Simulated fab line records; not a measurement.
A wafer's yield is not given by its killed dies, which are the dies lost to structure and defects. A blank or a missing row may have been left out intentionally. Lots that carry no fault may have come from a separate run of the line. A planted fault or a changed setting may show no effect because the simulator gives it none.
Matching of chambers || flow n5-finfet || N5_MOL_CONTACT_COAG_CO_FILL_22 on cvd-co-02: 3 sister chambers
The step material Co, precursor CCTBA/H2, target thk 20 nm. 6 wafers are shown with their chamber, then 12 later ones without.

## EACH WAFER AND ITS CHAMBER
{"wafer": "L090.2", "chamber": 0, "heater-power-w (W)": 214}
{"wafer": "L090.4", "chamber": 0, "heater-power-w (W)": 223}
{"wafer": "L090.6", "chamber": 2, "heater-power-w (W)": 242}
{"wafer": "L091.2", "chamber": 1, "heater-power-w (W)": 233}
{"wafer": "L091.4", "chamber": 2, "heater-power-w (W)": 236}
{"wafer": "L091.5", "chamber": 1, "heater-power-w (W)": 225}

## WAFERS MISSING THEIR CHAMBER
{"wafer": "L094.1", "heater-power-w (W)": 215}
{"wafer": "L094.2", "heater-power-w (W)": 239}
{"wafer": "L094.3", "heater-power-w (W)": 237}
{"wafer": "L094.4", "heater-power-w (W)": 226}
{"wafer": "L094.5", "heater-power-w (W)": 239}
{"wafer": "L094.6", "heater-power-w (W)": 235}
{"wafer": "L096.1", "heater-power-w (W)": 218}
{"wafer": "L096.2", "heater-power-w (W)": 242}
{"wafer": "L096.3", "heater-power-w (W)": 229}
{"wafer": "L096.4", "heater-power-w (W)": 229}
{"wafer": "L096.5", "heater-power-w (W)": 223}
{"wafer": "L096.6", "heater-power-w (W)": 243}

## WHICH CHAMBER EACH WENT THROUGH
{"wafer": "L094.1", "from the rows above": "can't be placed: 0 or 1", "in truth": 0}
{"wafer": "L094.2", "from the rows above": "can't be placed: 2 or 1", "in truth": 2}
{"wafer": "L094.3", "from the rows above": "can't be placed: 2 or 1", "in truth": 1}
{"wafer": "L094.4", "from the rows above": "can't be placed: 1 or 0 or 2", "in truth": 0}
{"wafer": "L094.5", "from the rows above": "can't be placed: 2 or 1", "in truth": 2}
{"wafer": "L094.6", "from the rows above": "can't be placed: 2 or 1", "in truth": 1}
{"wafer": "L096.1", "from the rows above": "can't be placed: 0 or 1", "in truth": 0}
{"wafer": "L096.2", "from the rows above": "can't be placed: 2 or 1", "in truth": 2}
{"wafer": "L096.3", "from the rows above": "can't be placed: 1 or 2 or 0", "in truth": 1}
{"wafer": "L096.4", "from the rows above": "can't be placed: 1 or 2 or 0", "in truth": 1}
{"wafer": "L096.5", "from the rows above": "can't be placed: 0 or 1", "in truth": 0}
{"wafer": "L096.6", "from the rows above": "can't be placed: 2 or 1", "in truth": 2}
0 of 12 placed correctly. These rows do not allow placing 12 (true chamber among the candidates in 12). 0 placed wrongly.
How it was worked out, from the rows above alone: a wafer's distance from a chamber is the root of the sum, over the readings, of the square of ((its reading less the chamber's mean) divided by the reading's scatter). The wafer belongs to the nearest chamber; if the next one is less than 2 further off, it can't be placed. A chamber's mean is the mean of its shown wafers. The scatter: take each reading less its chamber's mean, square it, sum over the shown wafers, divide by the number of wafers less the number of chambers, and take the root.
